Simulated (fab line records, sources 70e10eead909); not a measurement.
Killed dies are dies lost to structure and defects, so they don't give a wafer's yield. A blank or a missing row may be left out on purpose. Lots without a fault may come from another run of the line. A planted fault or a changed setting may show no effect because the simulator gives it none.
Chamber matching | flow nand_harc | NHARC_A_M1_PRE_CLEAN_32 on pecvd-03: 3 sister chambers
The step time 12 s. 6 wafers are shown with their chamber, then 9 later ones without.

WAFERS WITH THEIR CHAMBER
wafer  | chamber | heater_power_w (W)
L087.1 | 1       | 668
L087.2 | 0       | 596
L087.4 | 1       | 669
L089.1 | 2       | 643
L089.2 | 0       | 653
L089.6 | 2       | 645

WAFERS WITHOUT THEIR CHAMBER
wafer  | heater_power_w (W)
L088.2 | 612
L088.4 | 603
L088.5 | 622
L093.1 | 580
L093.3 | 627
L093.4 | 569
L094.1 | 685
L094.3 | 590
L094.6 | 583

WHICH CHAMBER EACH WENT THROUGH
wafer  | from the rows above          | in truth
L088.2 | can't be placed: 0 or 2 or 1 | 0
L088.4 | can't be placed: 0 or 2 or 1 | 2
L088.5 | can't be placed: 0 or 2 or 1 | 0
L093.1 | can't be placed: 0 or 2 or 1 | 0
L093.3 | can't be placed: 0 or 2 or 1 | 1
L093.4 | can't be placed: 0 or 2 or 1 | 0
L094.1 | can't be placed: 1 or 2 or 0 | 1
L094.3 | can't be placed: 0 or 2 or 1 | 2
L094.6 | can't be placed: 0 or 2 or 1 | 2
Placed correctly: 0 of 9. Can't be placed from these rows: 9 (the true chamber is among the candidates in 9). Placed wrongly: 0.
How it was worked out, from the rows above alone: a wafer's distance from a chamber is the root of the sum, over the readings, of the square of ((its reading less the chamber's mean) divided by the reading's scatter). The wafer belongs to the nearest chamber; if the next one is less than 2 further off, it can't be placed. A chamber's mean is the mean of its shown wafers. The scatter: the root of (the sum of the squares of (reading less its chamber's mean) over the shown wafers, divided by (wafers less chambers)).
